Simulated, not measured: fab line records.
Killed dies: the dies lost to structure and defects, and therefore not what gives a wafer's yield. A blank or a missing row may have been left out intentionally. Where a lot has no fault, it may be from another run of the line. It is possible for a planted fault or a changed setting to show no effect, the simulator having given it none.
fab line records	flow n5_finfet
record lots=6	wafers=18	last_day=18
route steps=1938 shown BEOL_M9@1407 PASSIVATION@1936
lots untouched by any fault: they come from a run of this same line in which no faults occurred
start_h: hours from the record's opening day to when the first of the lot's shown wafers began	wait_h: time in hours since the lot's previous step	" repeats the value in the row above	L1.1+2: one row covering several wafers at once	- no value present, or no start provided	* or withheld: withheld	< > ~ a bound
route shown NAME@n: names a module that has steps shown in the file, with the first one's number in the route	usual: mean/standard deviation taken from wafers without a fault	same: alike in all rows	chamber/n: place in a boat	sites: the reading at each site	_std_site: their standard deviation	_edge_site: outer sites' mean less inner sites'	radius_mm: for every site, how far away it sits from the centre of the wafer	mask NAME#n: copy n	behind: the last tool/chamber to shape the wafer	hold: why the lot went on hold/how many hours it stayed there/how the hold came to an end	device: names the non-switching transistor (n, p or np)	end of line: the route-end tests of the same wafers	a step without rows: its recipe alone	killed: count of dies lost to structure and defects at first sort (not the wafer's yield)	map: a wafer's dies, marking killed ones x, the rest . and places with no die _
set.NAME: setting as actually run; set.NAME@STEP: the setting as run at that earlier step	model.NAME: the simulator's own value behind a step, which no gauge read
lots at selected steps of the route; one table per step, one row per wafer
services: when a tool's chamber went out of use (start_h, in hours from the record's first day, below 0 if earlier), for how many hours, and the reason
## steps
# step N5_BEOL_M9_COAT_60
# recipe resist=SiARC	temp_c=220	time_s=60	spin_rpm=1500	resist_thk_nm=30
# step N5_BEOL_M9_COAT_05
# recipe resist=CAR-ArF	spin_rpm=1500	resist_thk_nm=90
# step N5_BEOL_M9_EBR_07
# recipe solvent=PGMEA	ebr_width_mm=1.5
# step N5_BEOL_M9_SOFTBAKE_06
# recipe temp_c=110	time_s=60	resist=CAR-ArF
# step N5_BEOL_M9_EXPOSE_08
# recipe mask_id=M9	na=1.35	source_shape=dipole	sigma_inner=0.411	sigma_outer=0.611	polarization=te	dose_mj=53.75
# step N5_BEOL_M9_PEB_09
# recipe peb_temp_c=withheld	peb_time_s=60	resist=CAR-ArF
# step N5_BEOL_M9_DEVELOP_10
# recipe develop_time_s=30	developer=TMAH	resist=CAR-ArF	rinse_liquid=diw	dry=air_spin	dev_temp_c=23
# step N5_BEOL_M9_CD_MEAS_11
# recipe target_cd_nm=64.1	landing_energy_ev=500	detector=se_inlens	polarity=opening
# usual cd_nm=63.9/0.6
lot.wafer	tool	chamber	start_h	wait_h	cd_nm
L326.2	cd_sem-02	0	227.51	-	64.1
L326.4	"	0	"	"	63.6
L326.5	"	0	"	"	63.6
L330.2	cd_sem-03	0	261.49	-	64.9
L330.4	"	0	"	"	64.3
L330.5	"	0	"	"	64.7
L333.3	cd_sem-02	0	277.73	-	63.8
L333.5	"	0	"	"	64.2
L333.6	"	0	"	"	62.8
L334.3	cd_sem-02	0	277.98	-	64.7
L334.4	"	0	"	"	63.9
L334.5	"	0	"	"	64.2
L339.1	cd_sem-01	0	321.63	-	62.9
L339.5	"	0	"	"	64.6
L339.6	"	0	"	"	64.1
L344.3	cd_sem-03	0	362.82	-	63.5
L344.4	"	0	"	"	63.2
L344.6	"	0	"	"	64.1
# step N5_BEOL_M9_OVL_MEAS_12
# recipe points_per_wafer=44
# usual M9_OVL=0.2/0.79
# same points_per_wafer=44
lot.wafer	tool	chamber	start_h	wait_h	M9_OVL[nm]
L326.2	overlay-01	0	227.54	0.0	0.2
L326.4	"	0	"	"	0.7
L326.5	"	0	"	"	-0.6
L330.2	overlay-01	0	261.52	0.0	0.3
L330.4	"	0	"	"	1.1
L330.5	"	0	"	"	0.4
L333.3	overlay-01	0	277.76	0.0	-0.2
L333.5	"	0	"	"	1.0
L333.6	"	0	"	"	0.6
L334.3	overlay-01	0	278.01	0.0	-2.1
L334.4	"	0	"	"	-1.2
L334.5	"	0	"	"	-2.1
L339.1	overlay-02	0	321.66	0.0	-0.3
L339.5	"	0	"	"	-0.6
L339.6	"	0	"	"	-0.7
L344.3	overlay-01	0	362.84	0.0	-0.3
L344.4	"	0	"	"	0.9
L344.6	"	0	"	"	0.6
# step N5_BEOL_M9_INSPECT_13
# recipe mode=adi	inspect_instrument=brightfield
# usual raw_defect_count=415/87
lot.wafer	tool	chamber	start_h	wait_h	raw_defect_count
L326.2	defect_inspect-02	-	227.56	0.0	578
L326.4	"	-	"	"	504
L326.5	"	-	"	"	562
L330.2	defect_inspect-01	-	261.55	0.0	413
L330.4	"	-	"	"	585
L330.5	"	-	"	"	654
L333.3	defect_inspect-01	-	277.78	0.0	301
L333.5	"	-	"	"	465
L333.6	"	-	"	"	432
L334.3	defect_inspect-02	-	278.04	0.0	427
L334.4	"	-	"	"	390
L334.5	"	-	"	"	534
L339.1	defect_inspect-01	-	321.69	0.0	393
L339.5	"	-	"	"	514
L339.6	"	-	"	"	379
L344.3	defect_inspect-02	-	362.87	0.0	499
L344.4	"	-	"	"	427
L344.6	"	-	"	"	458
# step N5_BEOL_M9_DESCUM_16
# recipe chemistry=O2	time_s=7.9	source_power_w=50	bias_power_w=20	pressure_mtorr=20	rf_frequency_hz=2.712e+07	temp_c=40	resist=CAR-ArF	o2_flow_sccm=225
# usual drypump_motor_current_A=5.8/0.36	oes_product_au=0.81/0.083	rf_vpp_V=243.8/1.3	showerhead_plenum_p_Torr=2.13/0.073	temp_c=40.02/0.11	throttle_valve_pct=20.44/0.22
# same time_s=7.9
lot.wafer	tool	chamber	start_h	wait_h	drypump_motor_current_A	oes_product_au	rf_hours_counter_h	rf_vpp_V	showerhead_plenum_p_Torr	temp_c	throttle_valve_pct
L326.2	rie_diel-02	0	227.60	0.0	6.5	0.69	239	242.0	1.96	39.96	20.42
L326.4	"	3	"	"	5.9	0.88	52	243.7	2.14	39.84	20.42
L326.5	"	3	"	"	5.9	0.88	-	244.2	2.14	39.96	20.42
L330.2	rie_diel-04	2	261.61	0.1	5.4	0.76	138	244.0	2.21	39.74	20.70
L330.4	"	3	"	"	5.4	0.82	-	243.0	2.12	39.80	20.16
L330.5	"	2	"	"	5.4	0.77	-	244.9	2.21	40.01	20.72
L333.3	rie_diel-02	3	277.81	0.0	5.9	0.86	67	244.7	2.14	39.93	20.46
L333.5	"	1	"	"	5.9	0.72	-	242.4	2.08	40.01	20.67
L333.6	"	2	"	"	5.3	0.87	-	244.0	2.12	40.21	20.37
L334.3	rie_diel-02	1	278.07	0.0	5.9	0.72	178	242.7	2.08	40.03	20.67
L334.4	"	2	"	"	5.2	0.86	-	244.1	2.12	39.97	20.38
L334.5	"	1	"	"	5.9	0.72	-	244.5	2.08	40.08	20.69
L339.1	rie_diel-06	2	321.77	0.1	5.9	0.73	178	243.8	2.19	40.09	20.33
L339.5	"	3	"	"	5.9	0.78	-	242.8	2.01	40.17	20.80
L339.6	"	2	"	"	6.0	0.72	-	243.4	2.19	39.96	20.35
L344.3	rie_diel-04	2	362.90	0.0	5.4	0.73	168	243.5	2.20	39.93	20.75
L344.4	"	3	"	"	5.4	0.79	117	242.5	2.11	40.04	20.22
L344.6	"	3	"	"	5.4	0.78	-	242.3	2.11	40.04	20.22
# step N5_BEOL_M9_ETCH_61
# recipe chemistry=CF4	target=SiARC	target_depth_a=390	mask_material=CAR-ArF	time_s=65	ion_energy_ev=80	pressure_mtorr=40	source_w=545	bias_w=36	Ar_flow_sccm=100	cf4_flow_sccm=100	ends=cleared
# usual drypump_motor_current_A=5.8/0.36	etch_rf_on_time_s=65.6/2.1	oes_product_au=0.69/0.072	rf_vpp_V=184.6/1.1	showerhead_plenum_p_Torr=2.18/0.066	throttle_valve_pct=15.58/0.2
lot.wafer	tool	chamber	start_h	wait_h	drypump_motor_current_A	etch_rf_on_time_s	oes_product_au	rf_hours_counter_h	rf_vpp_V	showerhead_plenum_p_Torr	throttle_valve_pct
L326.2	rie_diel-02	0	227.63	0.0	6.6	66.2	0.59	239	182.6	2.03	15.81
L326.4	"	3	"	"	5.9	65.7	0.74	52	186.0	2.18	15.53
L326.5	"	3	"	"	5.9	65.3	0.74	-	184.6	2.18	15.55
L330.2	rie_diel-04	2	261.65	0.0	5.4	65.3	0.64	138	186.3	2.25	15.78
L330.4	"	3	"	"	5.4	62.4	0.70	-	183.9	2.17	15.36
L330.5	"	2	"	"	5.4	64.5	0.65	-	183.7	2.25	15.79
L333.3	rie_diel-02	3	277.85	0.0	5.9	65.3	0.72	67	185.0	2.18	15.57
L333.5	"	1	"	"	5.9	66.9	0.62	-	184.5	2.13	15.86
L333.6	"	2	"	"	5.3	67.1	0.73	-	184.5	2.17	15.52
L334.3	rie_diel-02	1	278.10	0.0	5.9	67.2	0.61	178	183.3	2.13	15.86
L334.4	"	2	"	"	5.3	68.3	0.73	-	183.9	2.17	15.54
L334.5	"	1	"	"	5.9	67.6	0.61	-	182.7	2.13	15.85
L339.1	rie_diel-06	2	321.81	0.0	5.9	67.4	0.60	178	185.4	2.21	15.40
L339.5	"	3	"	"	5.9	66.0	0.68	-	183.2	2.06	15.89
L339.6	"	2	"	"	5.9	67.5	0.60	-	183.3	2.21	15.41
L344.3	rie_diel-04	2	362.94	0.0	5.4	65.3	0.62	168	185.1	2.24	15.85
L344.4	"	3	"	"	5.4	62.5	0.68	117	182.9	2.16	15.43
L344.6	"	3	"	"	5.4	62.4	0.68	-	184.1	2.16	15.42
# step N5_BEOL_M9_ETCH_62
# recipe chemistry=N2/H2	target=SOC	target_depth_a=1100	overetch_a=220	mask_material=SiARC	temp_c=40	time_s=165	ion_energy_ev=200	pressure_mtorr=30	source_w=840	bias_w=150	n2_flow_sccm=200	h2_flow_sccm=200
# usual drypump_motor_current_A=5.8/0.36	oes_product_au=0.69/0.066	rf_vpp_V=525.1/2.4	showerhead_plenum_p_Torr=2.59/0.082	temp_c=39.99/0.11	throttle_valve_pct=17.86/0.25
lot.wafer	tool	chamber	start_h	wait_h	drypump_motor_current_A	oes_product_au	rf_hours_counter_h	rf_vpp_V	showerhead_plenum_p_Torr	temp_c	throttle_valve_pct	model.SiARC_of_BEOL_M9_COAT_60.thk_nm
L326.2	rie_diel-02	0	227.68	0.0	6.6	0.60	239	520.9	2.39	40.11	18.01	23.6
L326.4	"	3	"	"	5.9	0.74	52	525.0	2.59	40.07	17.74	23.8
L326.5	"	3	"	"	5.9	0.74	-	524.7	2.59	39.98	17.78	23.6
L330.2	rie_diel-04	2	261.70	0.0	5.4	0.64	138	527.2	2.67	39.90	17.95	23.2
L330.4	"	3	"	"	5.4	0.68	-	524.1	2.58	39.81	17.69	23.2
L330.5	"	2	"	"	5.4	0.65	-	526.8	2.67	40.01	17.92	23.2
L333.3	rie_diel-02	3	277.90	0.0	5.9	0.72	67	524.1	2.59	40.09	17.78	23.8
L333.5	"	1	"	"	5.9	0.62	-	523.6	2.53	39.89	18.21	23.6
L333.6	"	2	"	"	5.3	0.69	-	523.7	2.59	39.89	17.82	22.6
L334.3	rie_diel-02	1	278.15	0.0	5.9	0.62	178	523.0	2.53	40.03	18.20	23.8
L334.4	"	2	"	"	5.3	0.68	-	523.9	2.59	40.14	17.84	22.8
L334.5	"	1	"	"	5.9	0.62	-	523.3	2.53	39.93	18.20	24
L339.1	rie_diel-06	2	321.86	0.0	6.0	0.61	178	525.7	2.64	40.05	17.68	23.8
L339.5	"	3	"	"	5.9	0.68	-	521.2	2.46	40.04	18.33	23.4
L339.6	"	2	"	"	5.9	0.61	-	526.9	2.64	40.01	17.67	23.8
L344.3	rie_diel-04	2	362.99	0.0	5.4	0.63	168	527.5	2.66	40.26	18.00	23.4
L344.4	"	3	"	"	5.4	0.65	118	524.7	2.57	39.98	17.76	23.2
L344.6	"	3	"	"	5.4	0.67	-	524.1	2.57	39.94	17.74	23.2
# step N5_BEOL_M9_STRIP_68
# recipe chemistry=N2/H2	temp_c=40	n2_flow_sccm=200	h2_flow_sccm=200	rf_frequency_hz=6e+07
# step N5_BEOL_M9_STRIP_67
# recipe chemistry=CF4	resist=SiARC	power_w=300	bias_power_w=75	pressure_mtorr=50	cf4_flow_sccm=150	rf_frequency_hz=6e+07
# usual drypump_motor_current_A=5.8/0.36	oes_product_au=0.82/0.078	rf_vpp_V=271.7/1.5	showerhead_plenum_p_Torr=1.82/0.058	throttle_valve_pct=13.54/0.2
lot.wafer	tool	chamber	start_h	wait_h	drypump_motor_current_A	oes_product_au	rf_hours_counter_h	rf_vpp_V	showerhead_plenum_p_Torr	throttle_valve_pct
L326.2	rie_diel-02	0	227.83	0.0	6.5	0.70	239	268.9	1.70	13.83
L326.4	"	3	"	"	5.9	0.88	52	271.3	1.82	13.47
L326.5	"	3	"	"	5.9	0.88	-	271.6	1.82	13.46
L330.2	rie_diel-04	2	261.85	0.0	5.4	0.76	138	273.6	1.89	13.76
L330.4	"	3	"	"	5.4	0.81	-	269.5	1.82	13.31
L330.5	"	2	"	"	5.4	0.76	-	271.2	1.89	13.75
L333.3	rie_diel-02	3	278.04	0.0	5.9	0.85	67	272.0	1.82	13.50
L333.5	"	1	"	"	5.9	0.73	-	270.3	1.78	13.84
L333.6	"	2	"	"	5.2	0.87	-	271.3	1.82	13.46
L334.3	rie_diel-02	1	278.30	0.0	5.9	0.73	179	271.2	1.78	13.83
L334.4	"	2	"	"	5.2	0.86	-	271.6	1.81	13.48
L334.5	"	1	"	"	5.9	0.73	-	270.4	1.78	13.84
L339.1	rie_diel-06	2	322.00	0.0	5.9	0.72	178	273.4	1.85	13.43
L339.5	"	3	"	"	5.9	0.81	-	269.3	1.72	13.77
L339.6	"	2	"	"	5.9	0.72	-	270.6	1.85	13.42
L344.3	rie_diel-04	2	363.13	0.0	5.4	0.74	168	271.0	1.88	13.82
L344.4	"	3	"	"	5.4	0.77	118	269.9	1.81	13.38
L344.6	"	3	"	"	5.4	0.77	-	271.3	1.81	13.36
# step N5_BEOL_M9_HM_OPEN_17
# recipe chemistry=Cl2/BCl3	target_depth_a=200	overetch_a=60	target=TiN	mask_material=SOC	ion_energy_ev=150	pressure_mtorr=10	icp_w=1000	bias_w=126	Cl2_flow_sccm=53.25	bcl3_flow_sccm=21.75	Ar_flow_sccm=25
# usual drypump_motor_current_A=5.7/0.53	he_backside_leak_sccm=3.52/0.24	oes_ar_750_au=0.79/0.11	oes_product_au=0.67/0.08	throttle_valve_pct=22.33/0.21
lot.wafer	tool	chamber	start_h	wait_h	drypump_motor_current_A	he_backside_leak_sccm	oes_ar_750_au	oes_product_au	rf_hours_counter_h	throttle_valve_pct	model.etch.depth_nm
L326.2	rie_metal-03	1	227.87	0.0	6.4	3.36	0.89	0.75	14	21.94	20.38
L326.4	"	1	"	"	6.4	3.27	0.89	0.74	-	21.96	19.96
L326.5	"	1	"	"	6.4	3.27	0.88	0.73	-	21.96	20.13
L330.2	rie_metal-03	1	261.89	0.0	6.4	3.45	0.87	0.73	18	21.96	20.44
L330.4	"	1	"	"	6.3	3.48	0.87	0.73	-	21.95	20.47
L330.5	"	0	"	"	6.4	3.57	0.67	0.59	-	22.62	20.45
L333.3	rie_metal-02	1	278.15	0.1	5.0	3.79	0.70	0.60	-	22.33	19.83
L333.5	"	1	"	"	5.0	3.73	0.70	0.60	-	22.35	19.69
L333.6	"	1	"	"	5.0	3.81	0.70	0.57	-	22.41	17.57
L334.3	rie_metal-02	1	278.40	0.1	5.0	3.89	0.70	0.60	-	22.35	20
L334.4	"	1	"	"	5.0	3.80	0.70	0.57	-	22.42	17.66
L334.5	"	1	"	"	5.0	3.72	0.71	0.61	-	22.33	20
L339.1	rie_metal-01	0	322.04	0.0	6.1	3.59	0.87	0.73	17	22.26	20
L339.5	"	0	"	"	6.1	3.74	0.88	0.73	-	22.27	20.1
L339.6	"	1	"	"	5.8	3.55	0.84	0.69	-	22.55	19.92
L344.3	rie_metal-02	0	363.21	0.1	5.6	3.04	0.92	0.79	-	22.06	20.08
L344.4	"	1	"	"	4.9	3.50	0.68	0.60	-	22.35	20.16
L344.6	"	0	"	"	5.6	3.04	0.92	0.79	-	22.07	20.07
# step N5_BEOL_M9_STRIP_19
# recipe chemistry=O2	power_w=400	temp_c=40	pressure_mtorr=30	rf_frequency_hz=6e+07	bias_power_w=0	overash_fraction=0.2	o2_flow_sccm=225
# usual drypump_motor_current_A=5.8/0.37	oes_product_au=0.82/0.088	rf_vpp_V=3.6/0.59	showerhead_plenum_p_Torr=2.14/0.073	temp_c=39.99/0.11	throttle_valve_pct=16.65/0.22
lot.wafer	tool	chamber	start_h	wait_h	drypump_motor_current_A	oes_product_au	rf_hours_counter_h	rf_vpp_V	showerhead_plenum_p_Torr	temp_c	throttle_valve_pct
L326.2	rie_diel-02	0	227.98	0.1	6.5	0.69	239	2.5	1.96	39.91	16.76
L326.4	"	1	"	"	5.9	0.73	163	2.8	2.09	39.81	16.89
L326.5	"	0	"	"	6.6	0.69	-	3.5	1.96	39.99	16.75
L330.2	rie_diel-02	3	262.03	0.1	5.9	0.86	62	3.1	2.14	39.92	16.68
L330.4	"	2	"	"	5.3	0.86	49	3.4	2.13	40.01	16.60
L330.5	"	1	"	"	5.9	0.72	-	2.8	2.08	39.89	16.90
L333.3	rie_diel-04	1	278.30	0.1	5.8	0.99	1	2.7	2.05	40.07	16.36
L333.5	"	2	"	"	5.4	0.75	-	3.4	2.21	40.20	16.90
L333.6	"	3	"	"	5.4	0.82	-	3.3	2.12	40.09	16.42
L334.3	rie_diel-02	3	278.57	0.1	5.9	0.86	68	4.0	2.14	39.93	16.69
L334.4	"	1	"	"	5.9	0.72	-	3.5	2.08	39.99	16.93
L334.5	"	3	"	"	5.9	0.85	-	3.4	2.14	39.96	16.66
L339.1	rie_diel-06	3	322.15	0.1	5.9	0.79	111	4.7	2.02	39.94	16.98
L339.5	"	1	"	"	5.9	0.91	-	4.0	2.20	39.92	16.42
L339.6	"	0	"	"	5.8	0.83	-	3.0	2.14	40.10	16.43
L344.3	rie_diel-02	0	363.40	0.1	6.5	0.94	24	3.4	2.21	40.05	16.34
L344.4	"	2	"	"	5.2	0.84	82	3.0	2.12	39.87	16.64
L344.6	"	0	"	"	6.6	0.94	-	3.9	2.21	39.94	16.35
# step N5_PASSIVATION_PROBE_49
# usual defect_limited_yield=91.7/1.5	killed_at_M0_to_M3=32/10	killed_at_M4_up=14/5.3	killed_at_contacts=13/5.7	killed_at_front_end=37/10	killed_at_other=3.3/2.5	killed_dies=98/18	killed_open=65/13	killed_short=31/7.5	sort_bin_5_function=4.9/0.91	sort_bin_6_memory=3.1/0.71	sort_bin_8_speed=0.00/0.017	sort_n_pass=1082/18
# same gross_dies=1180	killed_at_back_side=0	sort_bin_4_leakage[%]=0
lot.wafer	tool	chamber	start_h	wait_h	defect_limited_yield[%]	killed_at_M0_to_M3	killed_at_M4_up	killed_at_contacts	killed_at_front_end	killed_at_other	killed_dies	killed_open	killed_short	sort_bin_5_function[%]	sort_bin_6_memory[%]	sort_bin_8_speed[%]	sort_n_pass
L326.2	prober-02	-	289.17	0.1	90.2	40	17	17	39	3	116	79	37	5.8	3.7	0	1064
L326.4	prober-02	-	289.27	0.2	87.6	54	15	13	60	4	146	97	45	6.5	5.1	0	1034
L326.5	prober-02	-	289.32	0.2	89.3	47	20	12	43	4	126	76	49	6.7	3.5	0	1054
L330.2	prober-02	-	327.95	0.1	92.9	23	10	13	34	4	84	61	22	4.0	2.7	0.08	1096
L330.4	prober-02	-	328.05	0.2	92.5	29	18	17	21	4	89	64	24	5.0	2.5	0	1091
L330.5	prober-02	-	328.10	0.2	94.6	27	9	6	19	3	64	41	21	3.1	2.3	0	1116
L333.3	prober-01	-	342.19	0.1	92.4	34	11	9	34	2	90	57	33	4.8	2.6	0	1090
L333.5	prober-01	-	342.29	0.2	90.3	62	14	13	24	2	115	70	45	4.9	4.6	0	1065
L333.6	prober-01	-	342.34	0.3	92.3	27	18	10	35	1	91	54	36	4.6	2.9	0	1089
L344.3	prober-02	-	428.87	0.2	93.9	28	10	8	24	2	72	52	20	3.7	2.2	0	1108
L344.4	prober-02	-	428.92	0.3	93.0	37	8	4	31	3	83	53	27	3.9	2.9	0	1097
L344.6	prober-02	-	429.02	0.4	92.8	30	11	7	35	2	85	62	23	4.2	3.0	0	1095
# killed by level:class
L326.2 BEOL_M2:geometric_particle:open=16 MOL_CONTACT_COAG:geometric_particle:open=15 BEOL_M3:geometric_particle:open=9 FIN_SAQP:geometric_particle:short=8 STI_FIN_REVEAL:geometric_particle:open=6 GATE_CUT:geometric_particle:open=5 GATE_CUT:geometric_particle:short=5 BEOL_M4:geometric_particle:short=5
L326.4 STI_FIN_REVEAL:geometric_particle:open=21 DUMMY_GATE:geometric_particle:open=15 BEOL_M0_SAQP:geometric_particle:short=14 BEOL_M0_SAQP:geometric_particle:open=12 MOL_CONTACT_COAG:geometric_particle:open=11 FIN_SAQP:geometric_particle:open=7 BEOL_M0:geometric_particle:open=6 BEOL_M3:geometric_particle:open=6
L326.5 BEOL_M0_SAQP:geometric_particle:short=16 MOL_CONTACT_COAG:geometric_particle:open=11 FIN_SAQP:geometric_particle:open=9 BEOL_M2:geometric_particle:open=9 STI_FIN_REVEAL:geometric_particle:open=8 BEOL_M0_SAQP:geometric_particle:open=7 DUMMY_GATE:geometric_particle:open=6 BEOL_M3:geometric_particle:short=6
L330.2 MOL_CONTACT_COAG:geometric_particle:open=11 FIN_SAQP:geometric_particle:open=9 BEOL_M0_SAQP:geometric_particle:open=7 GATE_CUT:geometric_particle:open=6 DUMMY_GATE:geometric_particle:open=5 BEOL_M0_SAQP:geometric_particle:short=4 BEOL_M4:geometric_particle:open=4 STARTING-WAFER:geometric_particle:open=4
L330.4 MOL_CONTACT_COAG:geometric_particle:open=12 BEOL_M4:geometric_particle:open=11 BEOL_M2:geometric_particle:open=10 BEOL_M3:geometric_particle:open=7 MOL_CONTACT_COAG:geometric_particle:short=5 GATE_CUT:geometric_particle:short=4 BEOL_M0_SAQP:geometric_particle:short=4 BEOL_M0_SAQP:geometric_particle:open=4
L330.5 BEOL_M0_SAQP:geometric_particle:open=6 BEOL_M2:geometric_particle:open=6 MOL_CONTACT_COAG:geometric_particle:open=4 BEOL_M0_SAQP:geometric_particle:short=4 DUMMY_GATE:geometric_particle:open=3 BEOL_M1:geometric_particle:short=3 BEOL_M3:geometric_particle:open=3 FIN_SAQP:geometric_particle:open=2
L333.3 FIN_SAQP:geometric_particle:open=14 MOL_CONTACT_COAG:geometric_particle:open=9 BEOL_M0_SAQP:geometric_particle:short=7 BEOL_M0_SAQP:geometric_particle:open=6 BEOL_M3:geometric_particle:short=5 FIN_SAQP:geometric_particle:short=4 BEOL_M1:geometric_particle:open=4 BEOL_M2:geometric_particle:open=4
L333.5 BEOL_M0_SAQP:geometric_particle:short=17 BEOL_M0_SAQP:geometric_particle:open=17 MOL_CONTACT_COAG:geometric_particle:open=10 BEOL_M3:geometric_particle:short=9 STI_FIN_REVEAL:geometric_particle:open=7 BEOL_M2:geometric_particle:open=5 BEOL_M3:geometric_particle:open=5 BEOL_M4:geometric_particle:open=5
L333.6 FIN_SAQP:geometric_particle:short=11 FIN_SAQP:geometric_particle:open=9 MOL_CONTACT_COAG:geometric_particle:open=5 MOL_CONTACT_COAG:geometric_particle:short=5 BEOL_M0_SAQP:geometric_particle:open=5 BEOL_M1:geometric_particle:open=5 BEOL_M2:geometric_particle:open=5 BEOL_M3:geometric_particle:short=4
L344.3 BEOL_M2:geometric_particle:open=15 MOL_CONTACT_COAG:geometric_particle:open=6 STI_FIN_REVEAL:geometric_particle:open=4 BEOL_M0_SAQP:geometric_particle:short=4 BEOL_M0:geometric_particle:open=4 STARTING-WAFER:geometric_particle:open=4 STARTING-WAFER:geometric_particle:short=4 BEOL_M8:geometric_particle:open=3
L344.4 BEOL_M0_SAQP:geometric_particle:open=9 BEOL_M1:geometric_particle:open=7 DUMMY_GATE:geometric_particle:open=6 GATE_CUT:geometric_particle:short=6 BEOL_M0_SAQP:geometric_particle:short=6 BEOL_M2:geometric_particle:open=5 MOL_CONTACT_COAG:geometric_particle:open=4 BEOL_M3:geometric_particle:open=4
L344.6 BEOL_M2:geometric_particle:open=10 DUMMY_GATE:geometric_particle:open=9 FIN_SAQP:geometric_particle:open=6 BEOL_M0_SAQP:geometric_particle:short=6 GATE_CUT:geometric_particle:short=5 BEOL_M0:geometric_particle:open=5 BEOL_M4:geometric_particle:open=5 GATE_CUT:geometric_particle:open=4
## services
tool	chamber	start_h	hours	kind
rie_diel-04	0	228.92	-	clean
rie_diel-04	0	228.92	-	consumable_replace:focus_ring
rie_diel-04	0	228.92	-	consumable_replace:showerhead
rie_diel-04	0	228.92	27.6	scheduled_down
rie_diel-04	0	228.92	27.6	vent_cycle
rie_diel-04	1	256.49	-	clean
rie_diel-04	1	256.49	-	consumable_replace:focus_ring
rie_diel-04	1	256.49	17.6	scheduled_down
rie_diel-04	1	256.49	17.6	vent_cycle
rie_diel-06	1	256.96	4.2	repair
rie_diel-02	0	265.89	-	clean
rie_diel-02	0	265.89	-	consumable_replace:focus_ring
rie_diel-02	0	265.89	-	consumable_replace:showerhead
rie_diel-02	0	265.89	15.8	scheduled_down
rie_diel-02	0	265.89	15.8	vent_cycle
rie_metal-02	0	268.13	-	clean
rie_metal-02	0	268.13	12.4	scheduled_down
rie_metal-02	0	268.13	12.4	vent_cycle
rie_metal-01	-	293.33	0.5	repair
rie_diel-06	-	301.29	2.1	repair
rie_metal-02	1	320.48	2.3	repair
rie_metal-02	-	325.32	0.7	repair
rie_metal-01	0	342.64	13.4	repair
rie_diel-02	-	350.76	0.6	repair
## key
first_sign none at tools or gauges
model_effect step=N5_BEOL_M9_ETCH_62	value=SiARC_of_BEOL_M9_COAT_60.thk_nm	without=23.7	struck=22.7
model_effect step=N5_BEOL_M9_HM_OPEN_17	value=etch.depth_nm	without=20.11	struck=17.62
met_at N5_BEOL_M9_ETCH_62
struck_wafers L333.6,L334.4
fault kind=process_parameter_drift	tool=rie_diel-02	chamber=2	onset_h=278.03	steps=N5_BEOL_M9_ETCH_62	channel=time_s	offset=*	shape=step	end_h=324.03	acts_in=*	stated=*
